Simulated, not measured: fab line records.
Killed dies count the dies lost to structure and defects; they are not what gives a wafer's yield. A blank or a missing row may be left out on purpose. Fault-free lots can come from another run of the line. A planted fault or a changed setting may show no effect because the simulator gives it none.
Chamber matching	flow nand_harc	NHARC_A_SGD_CUT_DESCUM_14 on rie_diel-06 has 4 sister chambers
The step chemistry O2, time 3 s. 30 wafers are shown with their chamber, then 12 later ones without.

## WAFERS WITH THEIR CHAMBER
wafer	chamber	showerhead_plenum_p_Torr (Torr)	drypump_motor_current_A (A)	throttle_valve_pct (%)
L075.1	0	1.98	5.18	11.308
L075.2	3	2.02	5.40	11.319
L075.4	1	2.06	5.85	11.309
L076.3	0	1.98	5.18	11.303
L076.4	1	2.06	5.86	11.321
L076.5	3	2.02	5.33	11.306
L080.3	0	1.98	5.18	11.292
L080.5	3	2.02	5.32	11.303
L080.6	0	1.97	5.16	11.309
L083.1	3	2.02	5.34	11.306
L083.2	0	1.98	5.17	11.311
L083.5	1	2.06	5.85	11.303
L086.2	1	2.06	5.85	11.331
L086.3	3	2.02	5.41	11.307
L086.4	2	1.88	5.38	11.325
L087.1	1	2.06	5.85	11.320
L087.2	2	1.88	5.39	11.322
L087.3	0	1.97	5.16	11.301
L085.2	0	1.97	5.18	11.322
L085.5	1	2.06	5.84	11.305
L085.6	0	1.97	5.16	11.329
L085.1	1	2.06	5.84	11.307
L085.3	3	2.02	5.40	11.308
L085.4	2	1.88	5.36	11.312
L092.2	2	1.88	5.37	11.323
L092.4	3	2.02	5.38	11.307
L092.5	3	2.02	5.39	11.303
L089.2	1	2.06	5.84	11.321
L089.4	0	1.97	5.18	11.307
L089.5	3	2.02	5.36	11.318

SIGNATURES, as means of the wafers listed above
reading	chamber 0	chamber 1	chamber 2	chamber 3	scatter within a chamber
showerhead_plenum_p_Torr	1.9744	2.0600	1.8800	2.0200	0.00292
drypump_motor_current_A	5.1722	5.8475	5.3750	5.3700	0.0202
throttle_valve_pct	11.30911	11.31462	11.32050	11.30856	0.00886
Rule: for a wafer and a chamber, the distance is found by dividing, reading by reading, the gap between the wafer's reading and the chamber's mean by the reading's scatter, squaring, summing and taking the root. If the next closest chamber is less than 2 further off than the closest, the wafer can't be placed; otherwise it belongs to the closest. How the scatter is found: for the shown wafers, subtract from each reading the mean of its chamber, square and add these, divide the total by (wafers less chambers), then take the root.

## WAFERS WITH NO CHAMBER GIVEN
wafer	showerhead_plenum_p_Torr (Torr)	drypump_motor_current_A (A)	throttle_valve_pct (%)
L094.1	2.02	5.37	11.314
L094.4	1.88	5.39	11.312
L094.6	2.06	5.86	11.306
L095.1	2.06	5.86	11.311
L095.4	2.02	5.39	11.306
L095.6	1.88	5.39	11.315
L096.2	2.02	5.43	11.326
L096.3	2.06	5.85	11.303
L096.5	1.97	5.17	11.305
L096.1	1.88	5.35	11.315
L096.4	1.97	5.16	11.306
L096.6	2.02	5.37	11.325

## WHICH CHAMBER EACH ONE RAN IN
wafer	from the rows above	in truth
L094.1	3	3
L094.4	2	2
L094.6	1	1
L095.1	1	1
L095.4	3	3
L095.6	2	2
L096.2	3	3
L096.3	1	1
L096.5	0	0
L096.1	2	2
L096.4	0	0
L096.6	3	3
Correctly placed: 12 of 12. Can't be placed from these rows: 0. Number placed wrongly: 0.
